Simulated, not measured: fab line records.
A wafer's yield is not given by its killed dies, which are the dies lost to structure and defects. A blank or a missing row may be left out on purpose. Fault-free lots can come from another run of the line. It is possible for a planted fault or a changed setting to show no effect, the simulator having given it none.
fab line records    flow nand-harc
record: lots: 10  wafers: 30  last-day: 24
route steps=1159 shown P_GATE@146
lots that met no fault: taken from a fault-free run of the same line
start-h: start of the lot's first displayed wafer, in hours after the record's first day    wait-h: time in hours since the lot's previous step    " repeats the value in the row above    L1.1+2: a row that stands for several wafers    - either no value or no given start    * or withheld: withheld    < > ~ a bound
route shown NAME@n: names a module that has steps shown in the file, with the first one's number in the route    usual: mean/standard deviation of fault-free wafers    same: alike in all rows    chamber/n: place in a boat    sites: the reading at each site    _std_site: their standard deviation    _edge_site: the outer-site mean with the inner-site mean subtracted    radius-mm: for every site, how far away it sits from the centre of the wafer    mask NAME#n: copy n    behind: the most recent tool/chamber to have shaped the wafer    hold: reason for holding the lot/hours on hold/outcome of the hold    device: whichever transistor did not switch (one of n, p or np)    end of line: tests run on the same wafers once the route is complete    step lacking rows: just its recipe    killed: the dies lost at the first sort to structure and to defects; this is not the yield of the wafer    map: per-die view of a wafer (x killed, . not killed, _ where there is no die)
set.NAME: the setting as run; set.NAME@STEP: as run at that earlier step    model.NAME: the simulator's own value behind a step, which no gauge read
a sample of lots followed through the steps of the route, with each step as a table and each wafer as a row
services: when a tool's chamber went out of use (start-h, in hours from the record's first day, below 0 if earlier), for how many hours, and the reason
== steps ==
step: NHARC_P_GATE_HM_OPEN_105
recipe: target-depth-a: 3600  o2-flow-sccm: 400  cos-flow-sccm: 20  ar-flow-sccm: 0  rf-w: 500  bias-w: 300  chemistry: O2/COS
usual: bias-w: 300.0/0.89  drypump-motor-current-A: 5.9/0.51  mfc-ar-sccm: 0.011/0.012  o2-flow-sccm: 400.1/1.1  oes-product-au: 1.002/0.011  rf-vpp-V: 467.0/2.7  showerhead-plenum-p-Torr: 3.12/0.12  throttle-valve-pct: 28.329/0.0089
lot.wafer  tool         chamber  start-h  wait-h  bias-w  drypump-motor-current-A  mfc-ar-sccm  o2-flow-sccm  oes-product-au  rf-hours-counter-h  rf-vpp-V  showerhead-plenum-p-Torr  throttle-valve-pct
L596.2     rie-diel-13  3        -        -       298.3   6.2                      0            399.4         1.005           59                  467.5     3.10                      28.315
L596.5     "            0        "        "       300.6   5.7                      0.014        400.9         1.013           -                   468.2     3.16                      28.339
L596.6     "            1        "        "       299.8   6.6                      0            401.1         0.994           -                   468.5     3.11                      28.322
L599.3     rie-diel-12  1        -        -       299.4   6.6                      0            400.7         1.004           13                  466.8     3.07                      28.320
L599.2     "            3        "        "       300.5   5.3                      0.040        400.4         1.005           13                  470.0     3.23                      28.330
L599.5     "            2        "        "       300.5   6.2                      0.007        400.0         0.994           -                   471.7     3.33                      28.328
L601.2     rie-diel-13  0        -        -       299.9   5.7                      0.014        399.9         1.015           4                   468.5     3.15                      28.327
L601.1     "            1        "        "       301.3   6.6                      0            399.9         1.019           4                   468.2     3.11                      28.330
L601.4     "            2        "        "       299.8   5.9                      0.027        400.8         1.022           5                   464.5     3.00                      28.336
L606.2     rie-diel-12  0        -        -       298.4   5.4                      0.004        400.0         0.992           21                  461.2     2.92                      28.336
L606.3     "            2        "        "       298.4   6.3                      0.007        400.2         1.002           20                  470.9     3.33                      28.329
L606.5     "            0        "        "       301.0   5.5                      0.004        400.5         1.002           -                   461.8     2.92                      28.320
L607.1     rie-diel-12  2        -        -       301.4   6.3                      0.007        400.9         0.991           24                  471.4     3.33                      28.323
L607.6     "            2        "        "       301.0   6.2                      0.007        401.6         0.994           -                   472.0     3.33                      28.339
L607.5     "            3        "        "       299.6   5.4                      0.040        400.6         1.035           -                   468.9     3.23                      28.344
L611.2     rie-diel-12  1        -        -       298.6   6.7                      0            401.4         1.003           25                  465.8     3.06                      28.322
L611.1     "            2        "        "       299.1   6.3                      0.007        401.1         0.990           25                  471.1     3.33                      28.337
L611.5     "            0        "        "       300.7   5.4                      0.004        400.9         0.995           -                   462.8     2.91                      28.331
L614.4     rie-diel-13  0        -        -       300.2   5.7                      0.014        401.6         1.011           33                  467.0     3.14                      28.341
L614.1     "            1        "        "       299.7   6.6                      0            400.0         1.001           29                  465.3     3.10                      28.322
L614.2     "            2        "        "       300.9   5.8                      0.027        398.9         1.020           35                  464.6     2.99                      28.335
L615.4     rie-diel-10  1        -        -       299.9   5.4                      0.016        400.6         0.990           5                   472.2     3.28                      28.333
L615.1     "            3        "        "       300.2   5.8                      0            401.0         0.993           5                   467.2     3.11                      28.329
L615.3     "            0        "        "       299.5   5.7                      0.014        399.0         1.006           4                   465.5     3.02                      28.324
L616.3     rie-diel-13  0        -        -       298.9   5.7                      0.014        401.1         0.996           35                  466.6     3.14                      28.320
L616.1     "            2        "        "       301.8   5.9                      0.027        398.3         1.011           37                  465.2     2.99                      28.318
L616.4     "            3        "        "       301.3   6.2                      0            401.2         1.014           36                  466.5     3.08                      28.323
L617.3     rie-diel-12  2        -        -       299.9   6.3                      0.007        400.8         0.987           1                   471.9     3.32                      28.316
L617.1     "            3        "        "       300.1   5.4                      0.040        400.6         0.995           1                   468.8     3.23                      28.320
L617.2     "            0        "        "       300.3   5.5                      0.004        400.1         1.000           1                   463.7     2.91                      28.322
step: NHARC_P_GATE_ETCHBACK_37
recipe: target-depth-a: 345  time-s: 17.2  chf3-flow-sccm: 50  o2-flow-sccm: 10  ar-flow-sccm: 200  rf-w: 500  bias-w: 200  chemistry: CHF3/O2
usual: bias-w: 200.0/0.65  drypump-motor-current-A: 5.9/0.51  mfc-ar-sccm: 199.9/0.57  o2-flow-sccm: 10.007/0.026  oes-product-au: 0.96/0.038  rf-vpp-V: 370.7/2.5  showerhead-plenum-p-Torr: 2.40/0.11  throttle-valve-pct: 20.573/0.0092
lot.wafer  tool         chamber  start-h  wait-h  bias-w  drypump-motor-current-A  mfc-ar-sccm  o2-flow-sccm  oes-product-au  rf-hours-counter-h  rf-vpp-V  showerhead-plenum-p-Torr  throttle-valve-pct
L596.2     rie-diel-12  3        -        -       199.5   5.3                      199.1        9.994         1.01            11                  374.1     2.49                      20.581
L596.5     "            0        "        "       200.3   5.5                      199.8        10.022        0.99            -                   366.7     2.24                      20.574
L596.6     "            1        "        "       200.0   6.6                      199.5        10.035        1.01            -                   370.5     2.36                      20.573
L599.3     rie-diel-13  0        -        -       200.0   5.7                      199.8        9.995         0.93            2                   371.5     2.43                      20.570
L599.2     "            1        "        "       199.2   6.6                      199.4        10.056        0.93            2                   371.6     2.39                      20.579
L599.5     "            0        "        "       200.2   5.7                      199.4        10.029        0.94            -                   370.7     2.43                      20.566
L601.1     rie-diel-10  2        -        -       198.7   5.1                      200.1        10.005        1.00            49                  369.0     2.34                      20.562
L601.2     "            1        "        "       200.0   5.4                      198.4        9.993         0.99            49                  372.2     2.54                      20.578
L601.4     "            2        "        "       199.9   5.1                      199.9        9.942         0.99            -                   370.1     2.34                      20.589
L606.3     rie-diel-12  1        -        -       200.4   6.6                      200.8        9.997         0.93            20                  369.7     2.35                      20.566
L606.2     "            3        "        "       199.4   5.4                      199.6        9.977         0.95            20                  373.4     2.49                      20.580
L606.5     "            2        "        "       200.7   6.3                      200.6        9.981         0.92            -                   374.5     2.56                      20.562
L607.1     rie-diel-12  2        -        -       200.7   6.3                      200.1        10.020        0.91            25                  376.1     2.56                      20.556
L607.6     "            1        "        "       199.8   6.6                      199.8        9.990         0.96            -                   369.6     2.35                      20.554
L607.5     "            2        "        "       199.3   6.3                      200.5        10.011        0.93            -                   374.3     2.56                      20.570
L611.1     rie-diel-12  0        -        -       199.8   5.5                      199.6        10.000        0.93            29                  367.6     2.24                      20.552
L611.2     "            2        "        "       200.1   6.3                      199.9        10.001        0.91            28                  374.3     2.56                      20.568
L611.5     "            1        "        "       199.3   6.6                      199.0        10.007        0.92            -                   369.2     2.35                      20.576
L614.2     rie-diel-10  1        -        -       199.8   5.4                      200.8        10.033        1.00            7                   373.5     2.53                      20.565
L614.1     "            2        "        "       200.0   5.0                      200.7        10.053        1.00            7                   369.5     2.33                      20.567
L614.4     "            3        "        "       200.4   5.9                      200.5        9.990         1.00            7                   371.7     2.39                      20.592
L615.4     rie-diel-13  1        -        -       200.1   6.6                      199.7        9.966         1.00            36                  370.7     2.38                      20.575
L615.1     "            3        "        "       200.7   6.2                      199.0        10.006        1.00            40                  371.4     2.37                      20.570
L615.3     "            0        "        "       200.4   5.7                      200.4        10.015        1.02            39                  372.5     2.41                      20.554
L616.3     rie-diel-10  3        -        -       200.9   5.8                      200.6        10.005        1.01            9                   369.9     2.39                      20.571
L616.1     "            1        "        "       199.4   5.4                      200.7        9.995         1.00            9                   374.5     2.53                      20.579
L616.4     "            2        "        "       200.7   5.0                      198.8        9.970         1.00            9                   369.8     2.33                      20.576
L617.2     rie-diel-12  3        -        -       200.0   5.3                      200.2        10.000        0.93            2                   372.9     2.48                      20.571
L617.3     "            0        "        "       199.7   5.4                      198.7        9.996         0.93            2                   366.9     2.24                      20.569
L617.1     "            1        "        "       200.0   6.6                      199.6        10.039        0.92            2                   368.0     2.35                      20.586
step: NHARC_P_GATE_STRIP_101
recipe: time-s: 20  o2-flow-sccm: 500  ar-flow-sccm: 0  bias-w: 0  chemistry: O2
usual: drypump-motor-current-A: 5.9/0.51  mfc-ar-sccm: 0.012/0.014  o2-flow-sccm: 500.1/1.4  oes-product-au: 1.003/0.01  rf-vpp-V: 57.8/1  showerhead-plenum-p-Torr: 3.52/0.15  throttle-valve-pct: 17.037/0.0098
same: bias-w: 0
lot.wafer  tool         chamber  start-h  wait-h  drypump-motor-current-A  mfc-ar-sccm  o2-flow-sccm  oes-product-au  rf-hours-counter-h  rf-vpp-V  showerhead-plenum-p-Torr  throttle-valve-pct
L596.2     rie-diel-12  3        100.28   0.1     5.3                      0.040        499.4         1.008           11                  57.2      3.66                      17.045
L596.6     "            0        "        "       5.5                      0.004        500.1         1.003           -                   56.6      3.30                      17.044
L596.5     "            1        "        "       6.6                      0            499.5         1.002           -                   57.3      3.47                      17.070
L599.2     rie-diel-13  1        118.99   0.1     6.6                      0            497.1         1.012           2                   56.2      3.51                      17.034
L599.3     "            3        "        "       6.2                      0            501.2         1.002           2                   54.8      3.50                      17.024
L599.5     "            0        "        "       5.7                      0.014        501.3         1.007           -                   56.9      3.56                      17.034
L601.2     rie-diel-10  2        137.73   0.1     5.1                      0.017        500.1         0.991           49                  57.0      3.43                      17.042
L601.1     "            0        "        "       5.7                      0.014        503.3         0.989           48                  58.5      3.43                      17.059
L601.4     "            2        "        "       5.0                      0.017        499.7         0.998           -                   57.2      3.43                      17.059
L606.2     rie-diel-12  2        161.41   0.1     6.3                      0.007        501.9         0.990           21                  58.4      3.76                      17.043
L606.3     "            1        "        "       6.6                      0            497.6         1.014           20                  57.6      3.46                      17.048
L606.5     "            3        "        "       5.4                      0.040        500.6         1.014           -                   58.1      3.65                      17.029
L607.1     rie-diel-12  3        179.04   0.1     5.3                      0.040        500.8         1.024           24                  58.4      3.65                      17.042
L607.5     "            0        "        "       5.5                      0.004        500.8         0.997           -                   56.6      3.30                      17.056
L607.6     "            1        "        "       6.6                      0            499.5         1.013           -                   55.3      3.46                      17.027
L611.1     rie-diel-12  1        189.26   0.1     6.6                      0            500.3         0.986           28                  56.1      3.46                      17.064
L611.2     "            3        "        "       5.3                      0.040        499.1         1.020           27                  58.6      3.65                      17.049
L611.5     "            0        "        "       5.5                      0.004        500.2         0.997           -                   58.3      3.29                      17.040
L614.2     rie-diel-10  1        208.81   0.1     5.4                      0.016        498.2         1.002           7                   59.5      3.71                      17.038
L614.1     "            3        "        "       5.8                      0            499.6         0.997           7                   57.2      3.51                      17.030
L614.4     "            0        "        "       5.8                      0.014        498.4         0.994           7                   57.2      3.41                      17.040
L615.1     rie-diel-13  0        214.44   0.1     5.7                      0.014        498.9         1.010           39                  58.8      3.54                      17.037
L615.3     "            2        "        "       5.8                      0.027        501.2         1.015           41                  57.4      3.37                      17.058
L615.4     "            3        "        "       6.2                      0            500.4         1.008           40                  57.5      3.48                      17.030
L616.3     rie-diel-10  3        214.82   0.1     5.8                      0            499.6         1.001           9                   59.8      3.51                      17.023
L616.1     "            1        "        "       5.4                      0.016        498.0         1.003           9                   58.5      3.71                      17.028
L616.4     "            2        "        "       5.0                      0.017        501.2         0.993           9                   57.2      3.42                      17.045
L617.2     rie-diel-12  0        225.73   0.1     5.5                      0.004        500.4         0.993           2                   58.5      3.29                      17.048
L617.1     "            1        "        "       6.6                      0            501.3         1.000           2                   56.8      3.45                      17.037
L617.3     "            3        "        "       5.3                      0.040        498.6         1.001           2                   59.4      3.64                      17.046
step: NHARC_P_GATE_EXPOSE_56
recipe: na: 0.6  target-cd-nm: 720  dose-mj: 14.81  mask-id: P_PSD
usual: exposure-dose-mJ-cm2: 14.813/0.016
lot.wafer  tool            chamber  start-h  wait-h  mask     exposure-dose-mJ-cm2
L596.2     krf-scanner-04  0        103.60   -       P_PSD#0  14.795
L596.5     "               0        "        "       P_PSD#0  14.805
L596.6     "               0        "        "       P_PSD#0  14.827
L599.2     krf-scanner-04  0        121.60   -       P_PSD#0  14.833
L599.3     "               0        "        "       P_PSD#0  14.859
L599.5     "               0        "        "       P_PSD#0  14.820
L601.1     krf-scanner-04  0        140.23   -       P_PSD#0  14.810
L601.2     "               0        "        "       P_PSD#0  14.785
L601.4     "               0        "        "       P_PSD#0  14.802
L606.2     krf-scanner-02  0        163.84   -       P_PSD#0  11.251
L606.3     "               0        "        "       P_PSD#0  11.243
L606.5     "               0        "        "       P_PSD#0  11.228
L607.1     krf-scanner-02  0        181.50   -       P_PSD#0  11.220
L607.5     "               0        "        "       P_PSD#0  11.226
L607.6     "               0        "        "       P_PSD#0  11.225
L611.1     krf-scanner-01  0        191.65   -       P_PSD#0  14.797
L611.2     "               0        "        "       P_PSD#0  14.818
L611.5     "               0        "        "       P_PSD#0  14.813
L614.1     krf-scanner-01  0        211.43   -       P_PSD#0  14.797
L614.2     "               0        "        "       P_PSD#0  14.778
L614.4     "               0        "        "       P_PSD#0  14.803
L615.1     krf-scanner-01  0        217.15   -       P_PSD#0  14.792
L615.3     "               0        "        "       P_PSD#0  14.819
L615.4     "               0        "        "       P_PSD#0  14.804
L616.1     krf-scanner-04  0        217.63   -       P_PSD#0  14.808
L616.3     "               0        "        "       P_PSD#0  14.811
L616.4     "               0        "        "       P_PSD#0  14.828
L617.1     krf-scanner-04  0        228.36   -       P_PSD#0  14.802
L617.2     "               0        "        "       P_PSD#0  14.791
L617.3     "               0        "        "       P_PSD#0  14.799
step: NHARC_P_GATE_CD_MEAS_59
recipe: target-cd-nm: 720  landing-energy-ev: 500
usual: cd-nm: 719.7/1.6
lot.wafer  tool       chamber  start-h  wait-h  cd-nm
L596.2     cd-sem-02  0        103.76   -       720.7
L596.5     "          0        "        "       719.0
L596.6     "          0        "        "       718.8
L599.2     cd-sem-01  0        121.76   -       719.3
L599.3     "          0        "        "       721.1
L599.5     "          0        "        "       720.0
L601.1     cd-sem-01  0        140.38   -       723.6
L601.2     "          0        "        "       721.7
L601.4     "          0        "        "       721.6
L606.2     cd-sem-03  0        163.99   -       672.1
L606.3     "          0        "        "       672.6
L606.5     "          0        "        "       672.6
L607.1     cd-sem-01  0        181.65   -       673.8
L607.5     "          0        "        "       671.4
L607.6     "          0        "        "       670.0
L611.1     cd-sem-03  0        191.81   -       722.0
L611.2     "          0        "        "       721.3
L611.5     "          0        "        "       722.3
L614.1     cd-sem-03  0        211.59   -       718.7
L614.2     "          0        "        "       719.6
L614.4     "          0        "        "       720.8
L615.1     cd-sem-03  0        217.31   -       720.8
L615.3     "          0        "        "       721.6
L615.4     "          0        "        "       719.8
L616.1     cd-sem-01  0        217.79   -       720.3
L616.3     "          0        "        "       719.5
L616.4     "          0        "        "       718.0
L617.1     cd-sem-03  0        228.51   -       718.2
L617.2     "          0        "        "       719.1
L617.3     "          0        "        "       718.3
== services ==
tool            chamber  start-h  hours  kind
krf-scanner-04  -        65.63    0.8    repair
krf-scanner-04  -        77.82    5.7    repair
rie-diel-12     1        79.20    4.1    repair
krf-scanner-01  -        82.94    5.7    repair
rie-diel-12     0        83.45    -      clean
rie-diel-12     1        83.45    -      clean
rie-diel-12     2        83.45    -      clean
rie-diel-12     3        83.45    -      clean
rie-diel-13     -        99.04    9.0    pm
krf-scanner-04  -        126.00   4.0    pm
krf-scanner-01  -        132.11   1.1    repair
rie-diel-10     3        135.29   5.7    repair
krf-scanner-02  -        141.19   0.5    repair
rie-diel-12     1        151.90   5.1    repair
rie-diel-13     1        153.99   7.6    repair
rie-diel-12     -        157.18   0.4    repair
krf-scanner-02  -        160.43   2.5    repair
krf-scanner-01  -        164.14   0.3    repair
krf-scanner-01  -        167.30   0.5    repair
rie-diel-10     -        177.11   9.0    pm
rie-diel-12     -        202.40   9.0    pm
krf-scanner-02  -        210.00   4.0    pm
rie-diel-12     2        222.07   8.8    repair
rie-diel-12     1        225.80   1.7    repair
== key ==
first-sign: step: NHARC_P_GATE_EXPOSE_56  reading: exposure-dose-mJ-cm2  direction: down  sigmas: 99+  usual: 14.813  struck: 11.232
effect: step: NHARC_P_GATE_CD_MEAS_59  reading: cd-nm  direction: down  sigmas: 29  usual: 719.7  struck: 672.1
met-at NHARC_P_GATE_EXPOSE_56
struck-lots L606,L607
tester-left-out L606,L607
not-acting-at NHARC_P_GATE_HM_OPEN_105,NHARC_P_GATE_ETCHBACK_37,NHARC_P_GATE_STRIP_101
fault: kind: process-parameter-drift  tool: krf-scanner-02  chamber: -  onset-h: 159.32  steps: NHARC_P_GATE_EXPOSE_56  channel: dose-mj  offset: -3.5954  shape: step  acts-in: these-recipes-only  stated: 14.81
tester-left-out: of these lots the tester's yield and bins aren't shown, on N5 and GAA mostly nor the transistor test; their killed dies are dies lost to structure and defects alone, not to doping, threshold or leakage, so they don't give the yield
